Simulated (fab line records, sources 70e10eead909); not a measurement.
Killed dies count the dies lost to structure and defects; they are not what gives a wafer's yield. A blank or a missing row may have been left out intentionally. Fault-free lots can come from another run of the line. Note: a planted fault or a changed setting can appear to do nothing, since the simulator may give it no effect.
Which tool is to blame?    flow nand_harc    42 wafers sampled from 14 lots at 1 step of a route of 1302

WHAT THE GAUGES SHOWED, per wafer
NHARC_A_BLC_OVL_MEAS_11.
lot   measured      on          overlay_x_nm (nm)  overlay_y_nm (nm)
L242  day 22 22:11  overlay-02  -1.3 -1.1 -1.6     -1.7 -1.5 -1.8
L243  day 23 14:52  overlay-01  -0.1 -0.1 -0.1     -0.9 -0.9 -1.0
L245  day 23 15:36  overlay-02  0.2 0.5 0.0        0.1 0.8 0.2
L244  day 24 07:10  overlay-02  1.6 1.9 1.5        1.2 1.3 0.8
L248  day 26 00:11  overlay-01  -0.7 -0.5 -0.1     1.2 0.4 0.1
L250  day 26 04:08  overlay-01  2.1 1.6 1.7        -0.2 -0.3 -0.2
L249  day 26 11:31  overlay-01  1.9 1.4 1.7        -1.5 -0.6 -1.1
L251  day 27 03:17  overlay-01  -1.0 -0.7 -1.0     0.5 0.2 -0.2
L253  day 27 13:22  overlay-01  -2.1 -1.4 -1.3     -0.7 -0.2 -1.0
L258  day 28 14:32  overlay-02  -0.6 -1.2 -0.4     0.4 1.1 1.1
L257  day 28 19:38  overlay-01  -0.5 -0.9 -0.9     -1.5 -0.6 -0.5
L260  day 30 01:14  overlay-01  1.3 1.5 1.5        0.3 -0.3 -0.3
L262  day 30 17:44  overlay-02  0.8 0.6 0.5        -0.7 -0.7 -0.2
L264  day 31 23:21  overlay-01  -1.3 -1.4 -1.2     0.5 0.7 0.0

WHICH TOOL RAN EACH LOT (tool, then ch and the chambers of the sampled wafers, then the start)
The record holds no process step before these readings.

WHAT THE TOOLS THEMSELVES READ (means of the sampled wafers that have a number; where no wafer has one, the mark that the record gives instead)
The record holds no such reading with a usual standard deviation.

THE ANSWER, worked out from the rows above alone
Rule: the lots themselves supply what counts as usual. Put in order of their means at a reading, lots are off if they are a third of the lots or fewer, leave a main group of 4 or more, and stand apart from it by a gap of 3 or more times the standard deviation of the main group's means; of several such gaps the widest counts. A main group is skipped when, at the precision printed for the reading in the tables above, its means are all equal. Also off: a lot with no number at a reading for which 4 or more lots have one. The other lots that the step has rows for count as sound. The gauges are gone through in route order, then the tools' own readings, and for those a lot's mean is taken as printed above. At the first step where some lot is off, the reading lying furthest off is the one used; lots without a number count as furthest.
No lot is off at any reading shown: from this, nothing can be told.

WHAT THE SIMULATOR PUT IN
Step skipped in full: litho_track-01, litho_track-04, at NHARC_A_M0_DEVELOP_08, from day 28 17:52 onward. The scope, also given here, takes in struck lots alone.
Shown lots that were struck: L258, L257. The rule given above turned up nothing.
